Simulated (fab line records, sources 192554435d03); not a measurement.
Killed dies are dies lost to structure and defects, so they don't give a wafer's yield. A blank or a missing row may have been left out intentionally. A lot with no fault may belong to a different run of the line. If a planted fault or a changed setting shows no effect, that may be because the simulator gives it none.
fab line records | flow n5Finfet
record: lots: 11 wafers: 31 lastDay: 18
route steps=1938 shown BEOL_M9@1417
lots with no fault: from the same line, run without faults
startH: start of the lot's first displayed wafer, in hours after the record's first day | waitH: hours from the lot's prior step to this one | " identical to the entry in the row above | L1.1+2: several wafers, shown together as one row | - either no value or no given start | * or withheld: withheld | < > ~ a bound
route shown NAME@n: names a module that has steps shown in the file, with the first one's number in the route | usual: mean/standard deviation taken from wafers without a fault | same: alike in all rows | chamber/n: place in a boat | sites: readings site by site | _std_site: how widely they spread, as a standard deviation | _edge_site: the outer-site mean with the inner-site mean subtracted | radiusMm: how far each site lies from the wafer's centre | mask NAME#n: copy n | behind: the tool/chamber that last shaped the wafer | hold: reason for holding the lot/hours on hold/outcome of the hold | device: the n, p or np transistor that did not switch | end of line: tests of these same wafers at the route's end | a step without rows: its recipe alone | killed: the dies lost at the first sort to structure and to defects; this is not the yield of the wafer | map: the dies of a wafer, with x for killed, . for not killed, _ for no die there
set.NAME: the run value of the setting; set.NAME@STEP: its run value at that earlier step | model.NAME: the simulator's own value behind a step, which no gauge read
one table for each step of the route and one row for each wafer, over a sample of lots
services: a tool's chamber out of use, with start hour (startH, from the record's first day; less than 0 if before it), hours out, and reason
== steps ==
step: N5_BEOL_M9_DESCUM_16
recipe: chemistry: O2 timeS: 7.9 sourcePowerW: 50 biasPowerW: 20 pressureMtorr: 20 rfFrequencyHz: 2.712e+07 tempC: 40 resist: CAR-ArF o2FlowSccm: 225
usual: drypumpMotorCurrentA: 5.8/0.37 oesProductAu: 0.81/0.084 rfVppV: 243.7/1.4 showerheadPlenumPTorr: 2.12/0.064 throttleValvePct: 20.46/0.19
same: timeS: 7.9
columns lot.wafer tool chamber startH waitH drypumpMotorCurrentA oesProductAu rfHoursCounterH rfVppV showerheadPlenumPTorr throttleValvePct
L596.1 rieDiel-05 2 247.22 0.0 5.0 0.73 193 241.2 2.00 20.37
L596.3 " 1 " " 6.0 0.74 155 243.1 2.08 20.41
L596.5 " 2 " " 5.0 0.72 - 240.3 2.00 20.38
L597.1 rieDiel-05 0 252.25 0.1 6.1 0.69 232 245.2 2.15 20.53
L597.4 " 1 " " 6.0 0.74 - 242.2 2.08 20.40
L597.6 " 2 " " 5.0 0.73 - 241.6 2.00 20.37
L599.2 rieDiel-01 0 252.98 0.0 6.3 0.82 77 243.8 2.10 20.56
L599.3 " 2 " " 5.8 0.96 22 246.4 2.22 20.28
L599.4 " 0 " " 6.3 0.82 - 243.9 2.10 20.56
L600.1 rieDiel-01 3 271.47 0.1 5.8 0.81 84 242.4 2.10 20.43
L600.3 " 2 " " 5.9 0.95 29 245.5 2.22 20.28
L600.6 " 0 " " 6.3 0.82 - 245.2 2.10 20.55
L601.2 rieDiel-02 2 276.38 0.0 6.1 0.67 241 243.0 2.05 20.34
L601.3 " 1 " " 5.7 0.89 33 242.8 2.11 20.15
L601.5 " 2 " " 6.1 0.68 - 242.1 2.06 20.34
L605.1 rieDiel-05 2 303.05 0.2 5.0 0.71 211 240.1 1.99 20.40
L605.2 " 3 " " 5.8 0.92 12 244.4 2.14 20.37
L608.4 rieDiel-02 0 318.06 0.0 5.4 0.73 - 245.2 2.15 20.91
L608.5 " 3 " " 6.3 0.85 - 245.0 2.22 20.49
L607.3 rieDiel-05 1 318.29 0.1 6.0 0.72 179 243.5 2.07 20.43
L607.5 " 2 " " 5.0 0.72 - 240.9 1.99 20.43
L607.6 " 3 " " 5.7 0.91 - 243.7 2.14 20.38
L609.1 rieDiel-02 0 318.30 0.0 5.5 0.73 204 244.9 2.15 20.91
L609.4 " 3 " " 6.3 0.84 - 245.8 2.22 20.47
L609.5 " 0 " " 5.5 0.71 - 244.8 2.15 20.90
L610.3 rieDiel-01 1 351.34 0.0 5.8 0.85 40 243.3 2.15 20.56
L610.5 " 1 " " 5.8 0.86 - 245.0 2.15 20.57
L610.6 " 0 " " 6.3 0.80 - 241.9 2.09 20.60
L616.3 rieDiel-02 3 361.42 0.2 6.2 0.83 82 246.8 2.21 20.47
L616.5 " 2 " " 6.2 0.94 - 242.9 2.05 20.04
L616.6 " 3 " " 6.2 0.83 - 245.0 2.21 20.50
step: N5_BEOL_M9_OVL_MEAS_29
recipe: pointsPerWafer: 522
usual: V8_OVL: 0.2/0.62
columns lot.wafer tool chamber startH waitH V8_OVL[nm]
L596.1 overlay-02 0 250.00 0.0 0.1
L596.3 " 0 " " -0.9
L596.5 " 0 " " 0.5
L597.1 overlay-02 0 254.64 0.0 0.2
L597.4 " 0 " " 0.0
L597.6 " 0 " " -0.1
L599.2 overlay-02 0 254.83 0.0 -0.3
L599.3 " 0 " " -0.4
L599.4 " 0 " " 0.8
L600.1 overlay-01 0 272.38 0.0 -0.2
L600.3 " 0 " " -1.1
L600.6 " 0 " " -0.7
L601.2 overlay-02 0 278.26 0.0 0.6
L601.3 " 0 " " 1.2
L601.5 " 0 " " 0.9
L605.1 overlay-01 0 304.39 0.0 0.7
L605.2 " 0 " " 1.1
L609.1 overlay-01 0 320.24 0.0 0.6
L609.4 " 0 " " 0.3
L609.5 " 0 " " 0.4
L607.3 overlay-01 0 320.54 0.0 0.4
L607.5 " 0 " " 0.8
L607.6 " 0 " " -0.5
L608.4 overlay-01 0 320.77 0.0 0.4
L608.5 " 0 " " -0.5
L610.3 overlay-01 0 352.18 0.0 0.7
L610.5 " 0 " " -0.1
L610.6 " 0 " " -0.3
L616.3 overlay-01 0 365.62 0.0 0.3
L616.5 " 0 " " 0.2
L616.6 " 0 " " -0.1
step: N5_BEOL_M9_ETCH_66
recipe: chemistry: N2/H2 target: SOC targetDepthA: 800 overetchA: 160 maskMaterial: SiARC tempC: 40 timeS: 120 ionEnergyEv: 200 pressureMtorr: 30 sourceW: 840 biasW: 150 n2FlowSccm: 200 h2FlowSccm: 200
usual: biasW: 150.0/0.42 drypumpMotorCurrentA: 5.8/0.36 oesProductAu: 0.62/0.065 rfVppV: 525.0/2.4 showerheadPlenumPTorr: 2.57/0.08 throttleValvePct: 17.80/0.22
same: timeS: 120
columns lot.wafer tool chamber startH waitH biasW drypumpMotorCurrentA oesProductAu rfHoursCounterH rfVppV showerheadPlenumPTorr throttleValvePct
L596.1 rieDiel-02 1 250.18 0.0 150.2 5.7 0.68 25 525.8 2.59 17.58
L596.3 " 2 " " 150.4 6.1 0.52 232 522.2 2.52 17.84
L596.5 " 3 " " 149.3 6.2 0.66 - 527.2 2.69 17.77
L597.1 rieDiel-05 0 254.81 0.0 150.3 6.1 0.52 234 525.2 2.61 18.07
L597.4 " 0 " " 149.8 6.1 0.52 - 524.4 2.61 18.05
L597.6 " 2 " " 149.5 5.1 0.56 - 519.9 2.40 17.61
L599.2 rieDiel-01 0 255.00 0.0 149.6 6.3 0.63 78 524.1 2.59 18.11
L599.3 " 2 " " 150.2 5.8 0.71 23 528.3 2.68 17.49
L599.4 " 0 " " 149.8 6.3 0.64 - 524.6 2.59 18.13
L600.1 rieDiel-01 2 272.55 0.0 149.6 5.8 0.70 30 529.3 2.68 17.51
L600.3 " 1 " " 149.8 5.8 0.70 17 526.4 2.61 17.85
L600.6 " 3 " " 150.2 5.8 0.63 - 524.6 2.56 17.78
L601.2 rieDiel-02 2 278.46 0.0 150.2 6.1 0.51 242 522.6 2.52 17.85
L601.3 " 1 " " 150.1 5.7 0.67 33 526.6 2.59 17.61
L601.5 " 1 " " 149.7 5.7 0.66 - 524.6 2.59 17.61
L605.1 rieDiel-01 1 304.86 0.0 150.1 5.8 0.68 28 526.5 2.61 17.85
L605.2 " 2 " " 150.4 5.9 0.69 40 528.4 2.68 17.53
L609.1 rieDiel-05 2 320.41 0.0 149.9 5.0 0.55 217 519.1 2.40 17.66
L609.4 " 3 " " 150.1 5.8 0.70 - 526.3 2.58 17.63
L609.5 " 1 " " 149.7 6.0 0.56 - 523.7 2.52 17.78
L607.3 rieDiel-02 0 320.70 0.0 149.9 5.5 0.56 204 524.7 2.62 18.29
L607.5 " 0 " " 149.7 5.5 0.55 - 525.3 2.62 18.28
L607.6 " 3 " " 150.0 6.3 0.65 - 527.5 2.69 17.82
L608.4 rieDiel-05 2 320.96 0.0 150.5 5.0 0.54 - 521.1 2.40 17.67
L608.5 " 1 " " 149.5 6.0 0.56 - 523.4 2.52 17.78
L610.3 rieDiel-05 2 352.34 0.0 149.6 5.0 0.54 229 519.4 2.39 17.68
L610.5 " 1 " " 149.0 6.0 0.55 - 522.5 2.51 17.82
L610.6 " 0 " " 150.6 6.1 0.74 - 526.2 2.60 17.71
L616.3 rieDiel-02 1 365.78 0.0 149.6 5.7 0.64 59 524.5 2.58 17.64
L616.5 " 3 " " 150.6 6.3 0.63 - 528.1 2.68 17.84
L616.6 " 0 " " 150.1 5.5 0.55 - 526.2 2.62 18.30
step: N5_BEOL_M9_TRENCH_ETCH_37
recipe: chemistry: C4F6/O2 targetDepthA: 1514.3 target: SiCOH_lowk timeS: 49 ionEnergyEv: 250 pressureMtorr: 30 sourceW: 345 biasW: 185 Ar_flow_sccm: 300 C4F6_flow_sccm: 10 O2_flow_sccm: 10
usual: biasW: 185.0/0.56 drypumpMotorCurrentA: 5.8/0.36 oesProductAu: 0.81/0.088 rfVppV: 669/13 showerheadPlenumPTorr: 2.88/0.078 throttleValvePct: 20.96/0.18
same: timeS: 49
columns lot.wafer tool chamber startH waitH biasW drypumpMotorCurrentA oesProductAu rfHoursCounterH rfVppV showerheadPlenumPTorr throttleValvePct
L596.1 rieDiel-02 1 250.39 - 185.2 5.7 0.89 25 674 2.92 20.84
L596.3 " 2 " " 184.0 6.2 0.66 232 670 2.80 20.80
L596.5 " 3 " " 185.2 6.2 0.86 - 652 2.99 20.79
L597.1 rieDiel-05 0 255.01 - 185.6 6.1 0.68 234 668 2.93 21.10
L597.4 " 0 " " 184.8 6.1 0.68 - 666 2.93 21.11
L597.6 " 2 " " 184.3 5.1 0.72 - 666 2.73 20.93
L599.2 rieDiel-01 0 255.20 - 184.9 6.3 0.82 78 686 2.89 21.22
L599.3 " 2 " " 185.5 5.8 0.95 23 669 3.00 20.72
L599.4 " 0 " " 184.7 6.3 0.83 - 685 2.89 21.22
L600.1 rieDiel-01 2 272.75 - 183.5 5.8 0.94 30 670 3.00 20.73
L600.3 " 1 " " 185.0 5.8 0.89 17 639 2.93 21.02
L600.6 " 3 " " 184.7 5.8 0.83 - 675 2.88 21.03
L601.2 rieDiel-02 2 278.66 - 185.2 6.2 0.66 242 670 2.79 20.82
L601.3 " 1 " " 185.3 5.7 0.88 33 675 2.92 20.87
L601.5 " 1 " " 184.4 5.7 0.88 - 675 2.92 20.86
L605.1 rieDiel-01 1 305.07 - 196.2 5.8 0.89 28 669 2.92 21.05
L605.2 " 2 " " 185.4 5.8 0.92 40 670 2.99 20.77
L609.1 rieDiel-05 2 320.61 - 184.8 5.0 0.71 217 667 2.72 20.95
L609.4 " 3 " " 185.3 5.8 0.91 - 676 2.89 20.80
L609.5 " 1 " " 183.9 6.0 0.72 - 685 2.82 20.93
L607.3 rieDiel-02 0 320.91 - 184.9 5.5 0.71 204 671 2.92 21.36
L607.5 " 0 " " 185.2 5.5 0.72 - 671 2.92 21.35
L607.6 " 3 " " 185.3 6.2 0.84 - 652 2.98 20.81
L608.4 rieDiel-05 2 321.15 - 185.2 5.0 0.71 - 666 2.72 20.96
L608.5 " 1 " " 185.4 6.1 0.72 - 684 2.82 20.93
L610.3 rieDiel-05 2 352.54 - 184.9 5.0 0.70 229 665 2.72 20.96
L610.5 " 1 " " 184.7 6.0 0.71 - 686 2.81 20.93
L610.6 " 0 " " 184.4 6.1 0.97 - 667 2.92 20.81
L616.3 rieDiel-02 1 365.98 - 185.0 5.7 0.84 59 675 2.91 20.91
L616.5 " 3 " " 184.1 6.3 0.83 - 654 2.97 20.81
L616.6 " 0 " " 184.4 5.5 0.70 - 671 2.91 21.37
== services ==
columns tool chamber startH hours kind
rieDiel-05 0 227.75 9.5 repair
rieDiel-05 3 237.47 - clean
rieDiel-05 3 237.47 - consumableReplace:focusRing
rieDiel-05 3 237.47 25.4 scheduledDown
rieDiel-05 3 237.47 25.4 ventCycle
rieDiel-01 3 252.29 4.1 repair
rieDiel-02 - 263.90 1.7 repair
rieDiel-05 0 306.85 - clean
rieDiel-05 0 306.85 - consumableReplace:focusRing
rieDiel-01 0 309.55 5.6 repair
rieDiel-02 2 313.40 - clean
rieDiel-02 2 313.40 - consumableReplace:focusRing
rieDiel-02 2 313.40 18.2 scheduledDown
rieDiel-02 2 313.40 18.2 ventCycle
rieDiel-01 - 320.61 2.8 pm
== key ==
firstSign: step: N5_BEOL_M9_TRENCH_ETCH_37 reading: biasW direction: up sigmas: 20 usual: * struck: *
effect none on later readings
metAt N5_BEOL_M9_TRENCH_ETCH_37
struckLots L605
struckWafers L605.1
notActingAt N5_BEOL_M9_DESCUM_16,N5_BEOL_M9_OVL_MEAS_29,N5_BEOL_M9_ETCH_66
onsetBetween 272.75 305.07
earlierFault: kind: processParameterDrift tool: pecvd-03 chamber: 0 onsetH: 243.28 steps: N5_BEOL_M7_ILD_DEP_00 channel: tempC offset: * shape: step actsIn: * stated: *
fault: kind: processParameterDrift tool: rieDiel-01 chamber: 1 onsetH: 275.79 steps: N5_BEOL_M9_TRENCH_ETCH_37 channel: biasW offset: * shape: step actsIn: * stated: *
